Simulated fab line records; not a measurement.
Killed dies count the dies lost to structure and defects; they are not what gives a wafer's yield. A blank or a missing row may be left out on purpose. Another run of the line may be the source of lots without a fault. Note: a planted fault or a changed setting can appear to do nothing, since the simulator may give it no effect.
Comparing a struck lot with a sound one ; flow nand-harc ; 14 out of 1302 route steps
Sound: these wafers, L232.2, L232.5, L232.6. Struck: wafer L241.5 (left out: L241.1, a lot-mate that was not struck); the cause follows at the end.
For every step that has rows: the tool of each side, followed by ch and its chambers, followed by its first start. Under that, the readings that differ: sound wafers ; struck wafers ; difference of the means ; sigmas: that difference in standard deviations of wafers without a fault.
alike: same words and numbers on both sides, and readings whose means sit less than 2 such deviations apart. not compared: any withheld reading, any reading some wafer has no value for, any bound like >300 that may hide the same value, and any number with overlapping values for which the record gives no deviation.
Wherever a step has rows on one side only, a row that says differs or no value, or a row with sigmas, the two part there. Numbers that have no deviation but don't overlap get no sigmas and don't part them. Lack of a reading on every wafer of one side parts them only where that side has two or more wafers.

first, 1 step without rows for these wafers: NHARC_A_ONON_D1_DEP_00 (target thk 1000 nm).
NHARC_A_ONON_D1_THK_MEAS_02: measures by ellipsometry.
  struck on film-metro-01, day 12 16:04; sound on film-metro-02, day 8 23:25
  alike: thk-nm
then, 1 step without rows for these wafers: NHARC_A_ONON_D1_DEP_03 (target thk 1000 nm).
NHARC_A_ONON_D1_THK_MEAS_05: measures by ellipsometry.
  struck on film-metro-01, day 12 16:38; sound on film-metro-02, day 8 23:59
  alike: thk-nm
then, 1 step without rows for these wafers: NHARC_A_ONON_D1_DEP_06 (target thk 1000 nm).
NHARC_A_ONON_D1_THK_MEAS_08: measures by ellipsometry.
  struck on film-metro-02, day 12 17:12; sound on film-metro-01, day 9 00:32
  alike: thk-nm
then, 1 step without rows for these wafers: NHARC_A_ONON_D1_DEP_09 (target thk 1000 nm).
NHARC_A_ONON_D1_THK_MEAS_11: measures by ellipsometry.
  struck on film-metro-01, day 12 17:46; sound on film-metro-01, day 9 01:07
  alike: thk-nm
then, 1 step without rows for these wafers: NHARC_A_ONON_D1_DEP_12 (target thk 1000 nm).
NHARC_A_ONON_D1_THK_MEAS_14: measures by ellipsometry.
  struck on film-metro-01, day 12 18:20; sound on film-metro-01, day 9 01:41
  alike: thk-nm
then, 1 step without rows for these wafers: NHARC_A_ONON_D1_ANNEAL_15 (time 3600 s).
NHARC_A_ONON_D1_DEP_16: target thk 1000 nm.
  sound on pecvd-onon-02 ch 0, day 9 09:02; struck on pecvd-onon-01 ch 0, day 13 01:24
NHARC_A_ONON_D1_THK_MEAS_18: measures by ellipsometry.
  struck on film-metro-01, day 13 01:55; sound on film-metro-02, day 9 09:29
reading;sound;struck;difference;sigmas
thk-nm (nm);992 992 992;1043;+51;+5
then, 1 step without rows for these wafers: NHARC_A_ONON_D1_DEP_19 (target thk 1000 nm).

WHERE THEY PART
At NHARC_A_ONON_D1_THK_MEAS_18 and nowhere else, as far as this record goes.

WHY: what the simulator had put in
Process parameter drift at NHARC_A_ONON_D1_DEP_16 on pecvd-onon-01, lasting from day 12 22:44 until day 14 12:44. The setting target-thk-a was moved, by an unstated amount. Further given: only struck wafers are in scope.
